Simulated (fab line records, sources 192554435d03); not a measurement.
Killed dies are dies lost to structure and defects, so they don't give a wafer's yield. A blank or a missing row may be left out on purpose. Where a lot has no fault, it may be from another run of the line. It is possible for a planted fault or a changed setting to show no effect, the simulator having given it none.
Problem report, 8D (eight disciplines) form, completed by code || flow n5_finfet || the parts of the form that need people (team, actions taken, sign-off) are left out
Where a reading is given only as a bound, like >300, the bound stands for it, and a mean or a difference that rests on one is marked > or <: the true number lies beyond.

1. THE ISSUE
raw_defect_count at N5_BEOL_M13_INSPECT_30 reads a mean of >300 on 1 wafer of 1 lot; wafers without a fault read 1.9 with a standard deviation of 1.3. That is +99 or more standard deviations from the usual mean.
The step: inspects for defects (macro).
The first sign was on wafer L123.1 at day 16 02:19, on defect_inspect-02. Wafers with a number at this step in the record: 30, from 10 lots. Rule for "out", or "out of limits": more than 4 standard deviations from the usual mean. All remaining wafers that have a number are taken as sound.

2. WHAT IT IS, WHAT IT ISN'T
{"question": "which readings at this step", "is": "raw_defect_count", "is not": "-"}
{"question": "which lots", "is": "L123", "is not": "L102, L105, L107, L109, L110, L111, L113, L114, L116"}
{"question": "which wafers of those lots", "is": "L123.1", "is not": "L123.2, L123.4"}
{"question": "read on which gauges", "is": "defect_inspect-02", "is not": "defect_inspect-01"}
{"question": "when", "is": "from day 16 02:19", "is not": "up to then (29 sound wafers)"}

3. SUSPECTS, AND WHAT RULES EACH OUT
Counting: if a tool at a process step up to the reading ran every lot that is out, it stays a suspect. Sound lots after the first of them don't rule it out here, since some wafers of a struck lot are sound.
- the gauge at N5_BEOL_M13_INSPECT_30: ruled out. All the wafers that are out were read on defect_inspect-02, but those of them that N5_PASSIVATION_PROBE_49 has rows for are out there too, on other tools.
- pvd_sputter-01 at N5_BEOL_M12_SPUTTER_45 (material Cu, target thk 80 nm, time 13.33 s): kept. The lot that is out, L123, ran on it at day 15 23:42; the last sound lot it ran before that was L116, at day 14 06:47.
- cmp-04 at N5_BEOL_M12_CMP_49 (polishes, stops on SiOC, t overpolish 20.6 s, target thk 320 nm): kept. The lot that is out, L123, ran on it at day 16 00:18; the last sound lot it ran before that was L116, at day 14 07:25.
- rie_diel-01 at N5_BEOL_M13_ETCH_59 (etches BARC in N2/H2, target depth 89 nm, overetch 26.7 nm, time 67.9 s): kept. The lot that is out, L123, ran on it at day 16 01:26; the last sound lot it ran before that was L116, at day 14 08:26.
- Within cmp-04 at N5_BEOL_M12_CMP_49: the wafers that are out ran in chamber 2; their sound lot-mates ran in chambers 0, 1.
- At N5_BEOL_M13_ETCH_59 on rie_diel-01, chamber 3 took the sound wafers of the same lots and chamber 0 took the wafers that are out.
Still standing after the count: pvd_sputter-01 at N5_BEOL_M12_SPUTTER_45, cmp-04 at N5_BEOL_M12_CMP_49, rie_diel-01 at N5_BEOL_M13_ETCH_59.

4. THE CAUSE (what the simulator had put in)
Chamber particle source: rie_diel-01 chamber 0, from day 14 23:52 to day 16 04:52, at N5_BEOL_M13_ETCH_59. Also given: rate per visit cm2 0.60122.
This tool is one of the 3 suspects left after counting.

5. SEQUENCE OF EFFECTS, ordered by route
Each row: a reading where the mean over the struck wafers with a number is more than 3 standard deviations away from the usual. Readings are gone through only where the record gives a usual standard deviation; hours: the median, over the lots, of the time from a lot's start at the first step in this table giving one to that lot's start at this step; sigmas: the change measured in usual standard deviations.
{"hours": 0, "step": "N5_BEOL_M13_INSPECT_30", "reading": "raw_defect_count", "usual": 1.9, "on struck wafers": ">300", "change": ">+298", "sigmas": "+99 or more"}
{"hours": 30, "step": "N5_PASSIVATION_PROBE_49", "reading": "killed_at_M4_up", "usual": 13, "on struck wafers": 62, "change": "+49", "sigmas": "+11"}
Its process steps:
- N5_PASSIVATION_PROBE_49

6. HOW IT WOULD HAVE BEEN CAUGHT EARLIER
Counted from the fault's start at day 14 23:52, it took 26 hours until the first out-of-limits reading at a measuring or inspecting step in this record, taken at day 16 02:19.
No tool reading at N5_BEOL_M13_ETCH_59 that has a usual standard deviation in the record was out on any struck wafer, so an alarm limit of 4 standard deviations on those readings would not have fired.
The start of N5_BEOL_M13_ETCH_59 on rie_diel-01 came by day 16 02:19 for every one of the lots that are out (1). Tool hold at that time: it would have spared none of them.
